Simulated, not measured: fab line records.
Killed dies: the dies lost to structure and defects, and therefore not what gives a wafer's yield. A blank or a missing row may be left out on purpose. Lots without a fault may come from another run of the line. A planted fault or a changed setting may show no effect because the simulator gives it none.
Which tool was responsible?    flow n5_finfet    24 lots with 72 wafers sampled at 3 steps, on a route of 1938 steps

WHAT THE GAUGES SHOWED, per wafer
N5_BEOL_M1_CD_MEAS_28: target cd y 23.3 nm. Usual: cd_nm 24.06 nm, standard deviation 0.26.
lot   measured      on         cd_nm (nm)         flag
L074  day 6 06:28   cd_sem-01  24.52 24.21 24.21  
L075  day 6 12:29   cd_sem-03  23.91 24.38 24.26  
L076  day 6 19:08   cd_sem-01  24.09 24.08 24.68  
L077  day 7 02:47   cd_sem-02  24.16 24.06 23.81  
L078  day 7 03:06   cd_sem-02  23.88 24.10 23.69  
L079  day 7 12:34   cd_sem-01  23.81 24.23 24.07  
L080  day 7 20:56   cd_sem-03  24.23 23.99 23.87  
L082  day 8 01:16   cd_sem-01  24.28 24.11 24.27  
L081  day 8 01:27   cd_sem-01  23.86 24.31 24.12  
L083  day 8 06:58   cd_sem-02  23.65 23.81 23.99  
L084  day 8 17:08   cd_sem-03  23.93 24.19 23.79  
L085  day 8 21:19   cd_sem-02  23.77 23.64 23.94  
L086  day 9 09:48   cd_sem-02  23.91 24.11 23.88  
L087  day 9 13:52   cd_sem-01  23.69 24.72 24.04  
L088  day 9 18:20   cd_sem-02  24.13 24.05 24.25  
L089  day 9 19:07   cd_sem-01  23.94 23.64 24.00  
L090  day 10 00:22  cd_sem-01  24.05 23.77 23.92  
L091  day 10 05:31  cd_sem-03  24.35 23.82 24.11  
L092  day 10 14:54  cd_sem-02  23.97 24.01 23.93  
L093  day 10 16:50  cd_sem-02  24.02 24.20 24.31  
L094  day 11 00:50  cd_sem-01  24.03 23.90 23.40  
L095  day 11 11:16  cd_sem-01  24.05 24.05 24.51  
L096  day 11 13:40  cd_sem-03  23.73 24.18 24.87  
L097  day 11 21:36  cd_sem-03  24.45 24.32 24.32  

N5_BEOL_M1_INSPECT_30: inspects for defects (brightfield). Usual: raw_defect_count 404, standard deviation 100.
lot   measured      on                 raw_defect_count  flag
L074  day 6 06:33   defect_inspect-01  428 519 549       
L075  day 6 12:34   defect_inspect-01  373 295 262       
L076  day 6 19:13   defect_inspect-02  449 338 553       
L077  day 7 02:53   defect_inspect-02  439 455 479       
L078  day 7 03:11   defect_inspect-02  476 493 447       
L079  day 7 12:40   defect_inspect-02  412 527 412       
L080  day 7 21:01   defect_inspect-02  467 381 554       
L082  day 8 01:22   defect_inspect-01  215 454 242       
L081  day 8 01:32   defect_inspect-02  323 401 417       
L083  day 8 07:03   defect_inspect-01  355 484 303       
L084  day 8 17:13   defect_inspect-01  351 427 363       
L085  day 8 21:25   defect_inspect-01  320 369 280       
L086  day 9 09:53   defect_inspect-02  526 514 506       
L087  day 9 13:58   defect_inspect-01  637 277 430       
L088  day 9 18:26   defect_inspect-02  356 244 427       
L089  day 9 19:13   defect_inspect-02  550 318 451       
L090  day 10 00:26  defect_inspect-02  431 505 399       
L091  day 10 05:35  defect_inspect-01  300 325 354       
L092  day 10 14:59  defect_inspect-01  290 313 274       
L093  day 10 16:55  defect_inspect-02  481 367 429       
L094  day 11 00:55  defect_inspect-01  333 275 427       
L095  day 11 11:21  defect_inspect-01  269 314 341       
L096  day 11 13:46  defect_inspect-02  565 501 555       
L097  day 11 21:41  defect_inspect-02  407 407 355       

EACH LOT AND THE TOOL THAT RAN IT (in order: tool; ch and the chambers of the sampled wafers; start)
lot   N5_BEOL_M1_STRIP_19
L074  rie_diel-04 ch 1,2, day 6 05:51
L075  rie_diel-04 ch 0,2, day 6 11:58
L076  rie_diel-06 ch 0,2,3, day 6 18:44
L077  rie_diel-04 ch 1,2, day 7 02:17
L078  rie_diel-06 ch 2,3, day 7 02:43
L079  rie_diel-03 ch 0,2, day 7 12:11
L080  rie_diel-03 ch 0,1,2, day 7 20:25
L082  rie_diel-04 ch 0,1,3, day 8 00:45
L081  rie_diel-06 ch 0,2,3, day 8 00:50
L083  rie_diel-04 ch 0,2,3, day 8 06:27
L084  rie_diel-03 ch 0,2,3, day 8 16:37
L085  rie_diel-03 ch 2,3, day 8 20:56
L086  rie_diel-04 ch 0,2, day 9 09:17
L087  rie_diel-06 ch 1,2, day 9 13:19
L088  rie_diel-03 ch 0,1,3, day 9 17:57
L089  rie_diel-03 ch 0,2,3, day 9 18:44
L090  rie_diel-06 ch 0,1, day 9 23:50
L091  rie_diel-06 ch 0,1,3, day 10 05:07
L092  rie_diel-03 ch 0,2,3, day 10 14:23
L093  rie_diel-03 ch 0,2,3, day 10 16:28
L094  rie_diel-03 ch 1,2,3, day 11 00:26
L095  rie_diel-03 ch 0,1,3, day 11 10:44
L096  rie_diel-03 ch 1,2,3, day 11 13:09
L097  rie_diel-03 ch 0,1,3, day 11 21:05
- N5_BEOL_M1_STRIP_19: strips in O2.

WHAT THE TOOLS THEMSELVES READ (means of the sampled wafers that have a number; where no wafer has one, the mark that the record gives instead)
N5_BEOL_M1_STRIP_19. Usual: drypump_motor_current_A 5.7 A, standard deviation 0.52; oes_product_au 0.83 a.u., standard deviation 0.11; rf_vpp_V 3.7 V, standard deviation 0.48; showerhead_plenum_p_Torr 2.15 Torr, standard deviation 0.08; temp_c 39.99 C, standard deviation 0.12; throttle_valve_pct 16.59 %, standard deviation 0.25.
lot   tool         drypump_motor_current_A (A)  oes_product_au (a.u.)  rf_vpp_V (V)  showerhead_plenum_p_Torr (Torr)  temp_c (C)  throttle_valve_pct (%)  flag
L074  rie_diel-04  5.2                          0.86                   3.4           2.21                             40.07       16.44                   
L075  rie_diel-04  5.7                          0.93                   3.6           2.20                             39.95       16.54                   
L076  rie_diel-06  5.8                          0.89                   3.6           2.11                             39.95       16.40                   
L077  rie_diel-04  4.9                          0.78                   4.1           2.18                             39.88       16.49                   
L078  rie_diel-06  5.8                          0.84                   3.7           2.09                             40.06       16.40                   
L079  rie_diel-03  5.4                          0.81                   4.2           2.08                             39.85       16.69                   
L080  rie_diel-03  5.5                          0.81                   3.6           2.14                             40.04       16.66                   
L082  rie_diel-04  5.5                          0.84                   3.5           2.15                             39.95       16.51                   
L081  rie_diel-06  5.8                          0.87                   3.5           2.11                             40.01       16.40                   
L083  rie_diel-04  5.8                          0.90                   3.6           2.17                             39.93       16.49                   
L084  rie_diel-03  5.7                          0.86                   3.7           2.16                             39.88       16.61                   
L085  rie_diel-03  5.5                          0.76                   3.7           2.08                             39.96       16.81                   
L086  rie_diel-04  6.1                          0.88                   4.1           2.17                             39.99       16.72                   
L087  rie_diel-06  5.8                          0.83                   3.9           2.09                             40.00       16.39                   
L088  rie_diel-03  5.9                          0.86                   3.5           2.22                             39.91       16.60                   
L089  rie_diel-03  5.7                          0.84                   3.6           2.15                             39.93       16.62                   
L090  rie_diel-06  6.2                          0.82                   4.1           2.16                             39.97       16.65                   
L091  rie_diel-06  6.2                          0.78                   3.9           2.14                             39.96       16.66                   
L092  rie_diel-03  5.7                          0.83                   3.2           2.15                             39.98       16.65                   
L093  rie_diel-03  5.7                          0.83                   3.8           2.15                             40.06       16.65                   
L094  rie_diel-03  5.6                          0.76                   3.6           2.13                             40.07       16.82                   
L095  rie_diel-03  5.8                          0.84                   3.8           2.21                             39.94       16.61                   
L096  rie_diel-03  5.6                          0.76                   3.7           2.13                             39.99       16.82                   
L097  rie_diel-03  5.8                          0.83                   3.3           2.21                             40.08       16.62                   

THE ANSWER, worked out from the rows above alone
Rule: take the mean of a lot's wafers that have a number; if it is more than 3 standard deviations from the usual mean, the lot is off. Also off: a lot with no number at a reading for which 4 or more lots have one. Where the step has rows for the other lots, those lots are counted as sound. The gauges are gone through in route order, then the tools' own readings, and for those a lot's mean is taken as printed above. The first step at which some lot is off is used, and at that step the reading that is off furthest; a lot without a number counts as furthest.
No lot is off at any reading shown: from this, nothing can be told.

WHAT HAD BEEN PUT IN BY THE SIMULATOR
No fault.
